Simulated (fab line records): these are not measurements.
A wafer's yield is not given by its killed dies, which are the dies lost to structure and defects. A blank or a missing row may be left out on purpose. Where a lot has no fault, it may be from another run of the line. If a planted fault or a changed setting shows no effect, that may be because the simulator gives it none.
Chamber matching -- flow nand_harc -- NHARC_A_CHANNEL_FILL_D1_CMP_10 on cmp-02 has 4 sister chambers
The step polishes, target thk 150 nm. 8 wafers are shown with their chamber, then 7 later ones without.

== WAFERS WITH THEIR CHAMBER ==
wafer,chamber,motor_current_A (A),slurry_filter_dp_kPa (kPa)
L895.5,2,11.1,13.47
L900.5,3,11.4,13.31
L906.2,1,13.8,13.55
L907.1,1,14.1,13.61
L907.3,2,11.5,13.39
L907.4,0,13.1,13.54
L908.1,0,12.5,13.56
L908.5,3,11.7,13.42

== WAFERS WITH NO CHAMBER GIVEN ==
wafer,motor_current_A (A),slurry_filter_dp_kPa (kPa)
L908.6,11.9,13.64
L911.1,12.3,13.53
L911.3,11.6,13.42
L911.5,12.1,13.41
L916.2,11.1,13.44
L916.3,12.3,13.60
L916.4,14.4,13.37

== WHICH CHAMBER EACH ONE RAN IN ==
wafer,from the rows above,in truth
L908.6,can't be placed: 0 or 2 or 3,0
L911.1,0,0
L911.3,can't be placed: 2 or 3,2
L911.5,can't be placed: 3 or 2 or 0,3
L916.2,can't be placed: 2 or 3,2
L916.3,0,0
L916.4,1,1
Placed correctly: 3 of 7. Unplaceable from these rows: 4, with the true chamber sitting among the candidates in 4. 0 placed wrongly.
How it was worked out, from the rows above alone: a wafer's distance from a chamber is the root of the sum, over the readings, of the square of ((its reading less the chamber's mean) divided by the reading's scatter). If the next closest chamber is less than 2 further off than the closest, the wafer can't be placed; otherwise it belongs to the closest. Each chamber's mean is taken over the wafers shown for it. The scatter is the square root of a quotient: the sum, over the shown wafers, of each reading's squared deviation from its chamber's mean, divided by wafers minus chambers.
